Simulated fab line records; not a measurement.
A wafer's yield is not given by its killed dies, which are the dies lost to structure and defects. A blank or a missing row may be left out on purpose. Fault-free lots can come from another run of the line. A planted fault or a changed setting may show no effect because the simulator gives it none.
fab line records	flow n5Finfet
record lots=9	wafers=26	lastDay=17
route steps=1938 shown BEOL_M2@842 BEOL_M4@1111
lots that met no fault: from a run of the same line without faults
startH: hours from the record's first day to the start of the lot's first wafer shown	waitH: hours from the lot's prior step to this one	" as in the row above	L1.1+2: one row covering several wafers at once	- either no value or no given start	* or withheld: withheld	< > ~ a bound
route shown NAME@n: names a module that has steps shown in the file, with the first one's number in the route	usual: the fault-free wafers' mean and standard deviation	same: alike in all rows	chamber/n: place in a boat	sites: the reading at each site	_std_site: their standard deviation	_edge_site: outer sites' mean less inner sites'	radiusMm: how far each site lies from the wafer's centre	mask NAME#n: copy n	behind: tool/chamber where the wafer was last shaped	hold: the reason the lot was held/the length of the hold in hours/how it ended	device: which transistor (n, p or np) failed to switch	end of line: the route-end tests of the same wafers	step lacking rows: just its recipe	killed: the dies lost at the first sort to structure and to defects; this is not the yield of the wafer	map: a wafer's dies, marking killed ones x, the rest . and places with no die _
set.NAME: the run value of the setting; set.NAME@STEP: its run value at that earlier step	model.NAME: the simulator's own value behind a step, which no gauge read
a sample of lots followed through the steps of the route, with each step as a table and each wafer as a row
services: a tool's chamber out of use, with start hour (startH, from the record's first day; less than 0 if before it), hours out, and reason
## steps
# step N5_BEOL_M2_THK_MEAS_01
# recipe reads=SiOC_of_BEOL_M2_ILD_DEP_00
# usual M2_ILD_THK=78.7/1
lot.wafer	tool	chamber	startH	waitH	M2_ILD_THK[nm]
L470.1	filmMetro-01	-	145.12	0.0	78.2
L470.3	"	-	"	"	78.3
L470.5	"	-	"	"	78.6
L469.2	filmMetro-01	-	145.47	0.1	76.9
L469.4	"	-	"	"	78.2
L469.6	"	-	"	"	77.3
L472.1	filmMetro-02	-	161.46	0.0	77.4
L472.4	"	-	"	"	79.0
L472.6	"	-	"	"	79.1
L473.1	filmMetro-02	-	165.02	0.1	77.3
L473.3	"	-	"	"	77.9
L473.6	"	-	"	"	79.5
L480.2	filmMetro-01	-	216.44	0.1	79.3
L480.6	"	-	"	"	80.4
L485.1	filmMetro-01	-	240.61	0.0	78.6
L485.4	"	-	"	"	79.7
L485.6	"	-	"	"	80.3
L486.1	filmMetro-02	-	248.70	0.0	78.3
L486.4	"	-	"	"	78.9
L486.5	"	-	"	"	79.2
L487.2	filmMetro-02	-	252.27	0.1	78.6
L487.3	"	-	"	"	78.6
L487.4	"	-	"	"	79.2
L490.1	filmMetro-01	-	272.78	0.1	77.9
L490.4	"	-	"	"	78.1
L490.5	"	-	"	"	77.4
# step N5_BEOL_M2_INSPECT_13
# recipe mode=adi	inspectInstrument=brightfield
# usual rawDefectCount=403/100
lot.wafer	tool	chamber	startH	waitH	rawDefectCount
L470.1	defectInspect-02	-	145.73	0.1	569
L470.3	"	-	"	"	473
L470.5	"	-	"	"	494
L469.2	defectInspect-02	-	147.94	0.0	468
L469.4	"	-	"	"	436
L469.6	"	-	"	"	405
L472.1	defectInspect-01	-	162.29	0.1	321
L472.4	"	-	"	"	346
L472.6	"	-	"	"	284
L473.1	defectInspect-01	-	167.97	0.1	412
L473.3	"	-	"	"	339
L473.6	"	-	"	"	471
L480.2	defectInspect-02	-	218.28	0.0	406
L480.6	"	-	"	"	557
L485.1	defectInspect-01	-	242.97	0.1	480
L485.4	"	-	"	"	387
L485.6	"	-	"	"	545
L486.1	defectInspect-01	-	251.46	0.1	329
L486.4	"	-	"	"	352
L486.5	"	-	"	"	296
L487.2	defectInspect-01	-	253.03	0.0	267
L487.3	"	-	"	"	328
L487.4	"	-	"	"	231
L490.1	defectInspect-02	-	274.36	0.1	360
L490.4	"	-	"	"	293
L490.5	"	-	"	"	335
# step N5_BEOL_M2_ETCH_64
# recipe chemistry=N2/H2	target=SOC	targetDepthA=750	overetchA=225	maskMaterial=SiARC	tempC=40	timeS=121.9	ionEnergyEv=200	pressureMtorr=30	sourceW=840	biasW=150	n2FlowSccm=200	h2FlowSccm=200
# usual drypumpMotorCurrentA=5.9/0.5	oesProductAu=0.60/0.056	rfVppV=523.9/2.4	showerheadPlenumPTorr=2.54/0.087	throttleValvePct=17.84/0.24
lot.wafer	tool	chamber	startH	waitH	drypumpMotorCurrentA	oesProductAu	rfHoursCounterH	rfVppV	showerheadPlenumPTorr	throttleValvePct
L470.1	rieDiel-02	3	146.05	0.0	5.1	0.52	217	523.8	2.52	18.42
L470.3	"	1	"	"	5.5	0.54	204	527.1	2.64	18.10
L470.5	"	3	"	"	5.1	0.52	-	522.2	2.52	18.42
L469.2	rieDiel-04	1	148.61	0.0	6.0	0.52	252	523.6	2.50	18.08
L469.4	"	2	"	"	5.8	0.64	-	520.2	2.48	17.84
L469.6	"	3	"	"	6.0	0.65	-	528.2	2.70	17.67
L472.1	rieDiel-06	2	162.40	0.0	6.0	0.56	151	521.5	2.44	17.61
L472.4	"	1	"	"	5.7	0.58	-	526.4	2.66	18.20
L472.6	"	2	"	"	5.9	0.56	-	521.9	2.44	17.63
L473.1	rieDiel-06	3	168.21	0.0	4.9	0.61	88	524.6	2.57	18.01
L473.3	"	2	"	"	5.9	0.56	154	522.0	2.44	17.63
L473.6	"	1	"	"	5.7	0.57	-	527.3	2.66	18.20
L480.2	rieDiel-06	2	218.39	0.0	6.0	0.49	174	520.5	2.43	17.64
L480.6	"	1	"	"	5.7	0.56	-	526.9	2.65	18.23
L485.1	rieDiel-04	2	243.11	0.0	5.9	0.60	95	521.7	2.46	17.91
L485.4	"	0	"	"	6.5	0.71	13	523.5	2.49	17.52
L485.6	"	3	"	"	6.0	0.61	-	527.7	2.68	17.71
L486.1	rieDiel-02	1	252.03	0.0	5.5	0.53	235	526.0	2.62	18.17
L486.4	"	3	"	"	5.1	0.51	250	522.4	2.51	18.48
L486.5	"	0	"	"	5.3	0.64	-	521.9	2.48	17.52
L487.2	rieDiel-02	2	253.91	0.0	6.5	0.62	110	524.1	2.56	18.00
L487.3	"	1	"	"	5.5	0.52	236	524.7	2.62	18.18
L487.4	"	2	"	"	6.5	0.61	-	523.4	2.56	18.00
L490.1	rieDiel-04	1	274.50	0.0	5.9	0.67	38	521.4	2.49	17.74
L490.4	"	2	"	"	5.8	0.60	105	522.0	2.46	17.93
L490.5	"	1	"	"	5.9	0.66	-	521.7	2.49	17.73
# step N5_BEOL_M2_STRIP_19
# recipe chemistry=O2	powerW=400	tempC=40	pressureMtorr=30	rfFrequencyHz=6e+07	biasPowerW=0	overashFraction=0.2	o2FlowSccm=225
# usual drypumpMotorCurrentA=5.7/0.57	oesProductAu=0.78/0.079	rfVppV=3.6/0.48	showerheadPlenumPTorr=2.09/0.061	throttleValvePct=16.7/0.3
# same biasPowerW=0
lot.wafer	tool	chamber	startH	waitH	drypumpMotorCurrentA	oesProductAu	rfHoursCounterH	rfVppV	showerheadPlenumPTorr	throttleValvePct
L470.1	rieDiel-04	3	146.34	0.1	6.0	0.87	44	4.1	2.23	16.5
L470.3	"	1	"	"	6.0	0.67	251	3.3	2.06	16.9
L470.5	"	2	"	"	5.8	0.85	-	3.5	2.05	16.7
L469.2	rieDiel-04	1	148.89	0.1	6.0	0.66	253	4.0	2.06	16.9
L469.4	"	2	"	"	5.8	0.86	-	3.8	2.05	16.7
L469.6	"	3	"	"	6.0	0.85	-	3.5	2.23	16.5
L472.1	rieDiel-02	0	162.69	0.1	5.3	0.91	25	3.6	2.06	16.2
L472.4	"	2	"	"	6.5	0.84	82	3.7	2.11	16.8
L472.6	"	1	"	"	5.5	0.71	-	3.3	2.16	16.9
L473.1	rieDiel-02	1	168.53	0.1	5.5	0.70	212	4.9	2.16	16.9
L473.3	"	0	"	"	5.3	0.88	28	4.2	2.06	16.2
L473.6	"	3	"	"	5.1	0.68	-	3.2	2.07	17.2
L480.2	rieDiel-02	3	218.68	0.1	5.1	0.66	238	3.5	2.06	17.2
L480.6	"	3	"	"	5.1	0.66	-	3.8	2.06	17.2
L485.1	rieDiel-02	0	243.46	0.1	5.2	0.85	48	3.0	2.05	16.3
L485.4	"	3	"	"	5.1	0.65	248	3.5	2.06	17.2
L485.6	"	1	"	"	5.5	0.68	-	3.5	2.16	17.0
L486.1	rieDiel-02	0	252.44	0.1	5.2	0.86	51	2.7	2.05	16.3
L486.4	"	0	"	"	5.3	0.85	-	3.1	2.05	16.2
L486.5	"	1	"	"	5.5	0.68	-	3.8	2.16	17.0
L487.2	rieDiel-06	3	254.38	0.3	4.9	0.78	122	3.4	2.10	16.8
L487.3	"	2	"	"	6.0	0.71	185	3.6	2.00	16.6
L487.4	"	0	"	"	6.8	0.75	137	3.5	2.00	16.4
L490.1	rieDiel-02	1	274.79	0.1	5.5	0.68	247	3.8	2.15	17.0
L490.4	"	1	"	"	5.5	0.68	-	3.4	2.15	17.0
L490.5	"	2	"	"	6.5	0.80	-	3.4	2.10	16.8
# step N5_BEOL_M2_CD_MEAS_18
# recipe pitchNm=36	targetCdNm=18
# usual cdNm=18.00/0.26
lot.wafer	tool	chamber	startH	waitH	cdNm
L470.1	cdSem-03	-	146.41	0.0	17.96
L470.3	"	-	"	"	17.78
L470.5	"	-	"	"	17.69
L469.2	cdSem-01	-	148.96	0.1	18.06
L469.4	"	-	"	"	18.56
L469.6	"	-	"	"	18.23
L472.1	cdSem-01	-	162.76	0.0	18.26
L472.4	"	-	"	"	18.10
L472.6	"	-	"	"	18.01
L473.1	cdSem-01	-	168.61	0.1	18.15
L473.3	"	-	"	"	17.89
L473.6	"	-	"	"	18.11
L480.2	cdSem-02	-	218.76	0.1	19.06
L480.6	"	-	"	"	18.16
L485.1	cdSem-01	-	243.53	0.0	17.69
L485.4	"	-	"	"	17.95
L485.6	"	-	"	"	18.32
L486.1	cdSem-02	-	252.51	0.0	17.73
L486.4	"	-	"	"	17.70
L486.5	"	-	"	"	18.04
L487.2	cdSem-02	-	254.45	0.1	17.78
L487.3	"	-	"	"	17.87
L487.4	"	-	"	"	18.12
L490.1	cdSem-01	-	274.86	0.0	17.97
L490.4	"	-	"	"	17.83
L490.5	"	-	"	"	18.26
# step N5_BEOL_M4_RC_MEAS_101
# usual DIBL_N=36.3/1	DIBL_P=36.2/1.4	IOFF_N=0.157/0.021	IOFF_P=0.206/0.025	ION_N=673/9	ION_P=461/6.4	SS_N=71.5/0.5	SS_P=73.2/0.47	VT_N=249.9/2.4	VT_P=-250.6/2.9
lot.wafer	tool	chamber	startH	waitH	DIBL_N[mV/V]	DIBL_P[mV/V]	IOFF_N[nA/um]	IOFF_P[nA/um]	ION_N[uA/um]	ION_P[uA/um]	SS_N[mV/dec]	SS_P[mV/dec]	VT_N[mV]	VT_P[mV]
L470.1	prober-02	0	173.09	0.0	36.7	35.9	0.175	0.204	683	460	71.6	73.8	249.0	-251.3
L470.3	"	0	"	"	34.9	34.3	0.153	0.182	679	466	71.4	73.2	250.8	-252.4
L470.5	"	0	"	"	36.6	36.5	0.190	0.208	689	462	71.7	74.1	248.7	-253.0
L469.2	prober-02	0	178.17	0.2	36.3	36.9	0.150	0.209	659	457	71.7	72.9	252.3	-251.1
L469.4	"	0	"	"	35.5	36.1	0.134	0.194	657	452	71.6	73.6	255.2	-251.2
L469.6	"	0	"	"	37.9	38.2	0.171	0.225	669	461	72.7	74.3	250.0	-252.0
L472.1	prober-02	0	199.64	0.0	36.7	37.4	0.170	0.224	669	464	72.4	73.5	247.3	-249.1
L472.4	"	0	"	"	35.1	36.1	0.145	0.196	665	456	71.5	73.2	251.9	-252.0
L472.6	"	0	"	"	35.3	36.2	0.144	0.196	661	458	70.9	73.4	251.8	-252.4
L473.1	prober-01	0	201.54	0.0	37.5	35.9	0.151	0.199	668	464	71.5	73.9	250.2	-249.6
L473.3	"	0	"	"	39.5	38.7	0.202	0.242	686	467	72.3	73.3	246.9	-247.3
L473.6	"	0	"	"	38.3	37.6	0.181	0.226	686	469	71.5	73.5	250.7	-250.6
L480.2	prober-01	0	247.33	0.2	35.0	34.8	0.146	0.197	674	465	71.1	72.9	250.0	-252.0
L480.6	"	0	"	"	36.3	36.4	0.173	0.220	677	459	71.4	72.9	247.7	-250.4
L485.1	prober-01	0	271.10	0.0	37.3	38.0	0.173	0.249	690	471	72.1	73.8	249.4	-244.6
L485.4	"	0	"	"	37.6	38.4	0.181	0.255	685	480	72.4	73.7	245.4	-244.6
L485.6	"	0	"	"	36.7	36.6	0.157	0.226	674	466	72.5	72.7	247.9	-248.5
L486.1	prober-02	0	281.11	0.0	37.5	35.7	0.148	0.179	665	448	71.8	73.4	251.7	-255.2
L486.4	"	0	"	"	35.4	34.3	0.120	0.157	667	455	70.2	72.9	252.6	-255.0
L486.5	"	0	"	"	35.9	34.6	0.132	0.162	660	455	72.1	72.3	252.5	-255.7
L487.2	prober-01	0	287.29	0.8	35.8	36.5	0.162	0.227	680	469	71.4	74.0	245.4	-247.4
L487.3	"	0	"	"	34.6	35.0	0.136	0.198	670	467	71.5	72.7	251.9	-251.0
L487.4	"	0	"	"	35.3	35.7	0.152	0.210	677	468	71.4	73.7	251.6	-245.4
L490.1	prober-02	0	306.57	0.0	36.6	39.0	0.183	0.210	688	469	71.7	73.4	246.7	-247.7
L490.4	"	0	"	"	37.6	40.5	0.208	0.230	697	462	71.7	73.7	247.3	-248.8
L490.5	"	0	"	"	36.7	38.5	0.187	0.207	686	462	72.0	73.4	246.2	-249.5
## services
tool	chamber	startH	hours	kind
rieDiel-04	1	151.30	-	clean
rieDiel-04	1	151.30	-	consumableReplace:focusRing
rieDiel-04	1	151.30	20.6	scheduledDown
rieDiel-04	1	151.30	20.6	ventCycle
rieDiel-06	2	154.30	2.7	repair
rieDiel-02	-	187.98	14.6	pm
rieDiel-04	0	191.11	-	clean
rieDiel-04	0	191.11	-	consumableReplace:focusRing
rieDiel-04	0	191.11	17.0	scheduledDown
rieDiel-04	0	191.11	17.0	ventCycle
rieDiel-04	1	209.25	5.5	repair
rieDiel-04	0	234.06	1.5	repair
rieDiel-02	3	252.44	-	clean
rieDiel-02	3	252.44	-	consumableReplace:focusRing
rieDiel-02	3	252.44	23.4	scheduledDown
rieDiel-02	3	252.44	23.4	ventCycle
## key
firstSign step=N5_BEOL_M2_CD_MEAS_18	reading=cdNm	direction=up	sigmas=4.2	usual=18.00	struck=19.06
effect none on later readings
metAt N5_BEOL_M2_ETCH_64
struckLots L480
struckWafers L480.2
notActingAt N5_BEOL_M2_THK_MEAS_01,N5_BEOL_M2_INSPECT_13,N5_BEOL_M2_STRIP_19
onsetBetween 168.21 218.39
fault kind=processParameterDrift	tool=rieDiel-06	chamber=-	onsetH=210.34	steps=N5_BEOL_M2_ETCH_64	channel=timeS	offset=*	shape=step	endH=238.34	scope=struckWafersOnly	actsIn=*	stated=*
